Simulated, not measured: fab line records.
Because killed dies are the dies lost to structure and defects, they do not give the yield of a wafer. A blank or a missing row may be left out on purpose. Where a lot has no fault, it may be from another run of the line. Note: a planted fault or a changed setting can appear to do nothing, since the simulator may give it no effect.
Check of tool commonality | flow n5 finfet | 25 wafers sampled across 10 lots

## WHY THIS WAS OPENED
On 1 of the 10 lots, a flag is raised at N5_BEOL_M4_CD_MEAS_11 on the reading cd nm. No-fault wafers: 16.73 nm, standard deviation 0.25.
Rule: a lot is flagged in two cases, either no wafer of it has a number, or all its wafers with numbers fall more than 4 standard deviations from that mean. The other lots count as sound.

lot  | measured     | on        | cd nm (nm), wafer by wafer | flag
L549 | day 7 12:03  | cd sem-01 | 16.81 16.79                |
L556 | day 9 10:16  | cd sem-03 | 16.68 16.62                |
L557 | day 9 21:19  | cd sem-02 | 16.66 16.71                |
L558 | day 10 06:25 | cd sem-01 | 16.52 16.44 16.67          |
L560 | day 10 11:03 | cd sem-02 | 16.30 16.45                |
L563 | day 10 22:02 | cd sem-02 | 16.59 16.78 17.03          |
L564 | day 11 22:13 | cd sem-03 | 16.78 16.60 16.91          |
L565 | day 12 02:10 | cd sem-02 | 11.82 11.36 11.87          | FLAGGED
L569 | day 13 00:42 | cd sem-01 | 16.64 16.97                |
L572 | day 13 13:35 | cd sem-02 | 16.84 17.30 17.09          |
Average over the flagged lots: 11.68 nm; offset from the usual -5.05 nm, equal to -20 standard deviations.

## TOOL THAT RAN EACH LOT
Before the reading, the record contains 2 process steps out of a 1938-step route. In each cell: the tool, then ch and the chambers that the sampled wafers went through, then the start.
lot  | flag    | N5_BEOL_M4_HM_DEP_02         | N5_BEOL_M4_EXPOSE_08
L549 |         | pvd sputter-01, day 7 11:40  | euv scanner-01 ch 0, day 7 11:55
L556 |         | pvd sputter-01, day 9 09:44  | euv scanner-02 ch 0, day 9 10:09
L557 |         | pvd sputter-03, day 9 20:55  | euv scanner-02 ch 0, day 9 21:11
L558 |         | pvd sputter-02, day 10 06:01 | euv scanner-02 ch 0, day 10 06:18
L560 |         | pvd sputter-01, day 10 10:40 | euv scanner-02 ch 0, day 10 10:56
L563 |         | pvd sputter-03, day 10 21:38 | euv scanner-02 ch 0, day 10 21:54
L564 |         | pvd sputter-02, day 11 21:49 | euv scanner-02 ch 0, day 11 22:05
L565 | FLAGGED | pvd sputter-03, day 12 01:38 | euv scanner-02 ch 0, day 12 02:02
L569 |         | pvd sputter-02, day 13 00:11 | euv scanner-01 ch 0, day 13 00:35
L572 |         | pvd sputter-03, day 13 13:04 | euv scanner-01 ch 0, day 13 13:27
What is done by these steps:
- N5_BEOL_M4_HM_DEP_02: deposits TiN, target thk 20 nm.
- N5_BEOL_M4_EXPOSE_08: exposes mask M4.
- N5_BEOL_M4_CD_MEAS_11: target cd 16.79 nm.

## FLAGGED OVER TOTAL, TOOL BY TOOL (the gauges that took the reading come last)
step                  | tool           | lots run | flagged | share of the flagged lots | sound lots run after its first flagged lot
N5_BEOL_M4_HM_DEP_02  | pvd sputter-01 | 3        | 0       | none                      | -
N5_BEOL_M4_HM_DEP_02  | pvd sputter-02 | 3        | 0       | none                      | -
N5_BEOL_M4_HM_DEP_02  | pvd sputter-03 | 4        | 1       | all                       | 1 (L572)
N5_BEOL_M4_EXPOSE_08  | euv scanner-01 | 3        | 0       | none                      | -
N5_BEOL_M4_EXPOSE_08  | euv scanner-02 | 7        | 1       | all                       | 0
N5_BEOL_M4_CD_MEAS_11 | cd sem-01      | 3        | 0       | none                      | -
N5_BEOL_M4_CD_MEAS_11 | cd sem-02      | 5        | 1       | all                       | 1 (L572)
N5_BEOL_M4_CD_MEAS_11 | cd sem-03      | 2        | 0       | none                      | -

## THE TABLE: WHAT IT ALLOWS
In the table, 3 rows ran each flagged lot (pvd sputter-03 at N5_BEOL_M4_HM_DEP_02; euv scanner-02 at N5_BEOL_M4_EXPOSE_08; cd sem-02 at N5_BEOL_M4_CD_MEAS_11).
- pvd sputter-03 at N5_BEOL_M4_HM_DEP_02 ran 4 lots, 1 of them flagged. Lots that were sound ran on it after the first flagged one (L572); a persistent fault on the entire tool would not allow that.
- euv scanner-02 at N5_BEOL_M4_EXPOSE_08 ran 7 lots, 1 of them flagged. Last sound lot L564 at day 11 22:05, first flagged lot L565 at day 12 02:02; a fault beginning in between fits. Its own readings (exposure dose mJ cm2) fall more than 4 standard deviations out on all wafers of the flagged lots.
- cd sem-02 at N5_BEOL_M4_CD_MEAS_11 ran 5 lots, 1 of them flagged. Lots that were sound ran on it after the first flagged one (L572); a persistent fault on the entire tool would not allow that.
One tool is left: euv scanner-02 at N5_BEOL_M4_EXPOSE_08.

## WHAT HAD BEEN PUT IN BY THE SIMULATOR
Drift in process parameters on euv scanner-02 at N5_BEOL_M4_EXPOSE_08, starting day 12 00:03. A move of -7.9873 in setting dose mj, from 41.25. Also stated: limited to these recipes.
Lots struck among those shown: L565. The rule given above showed the same thing.
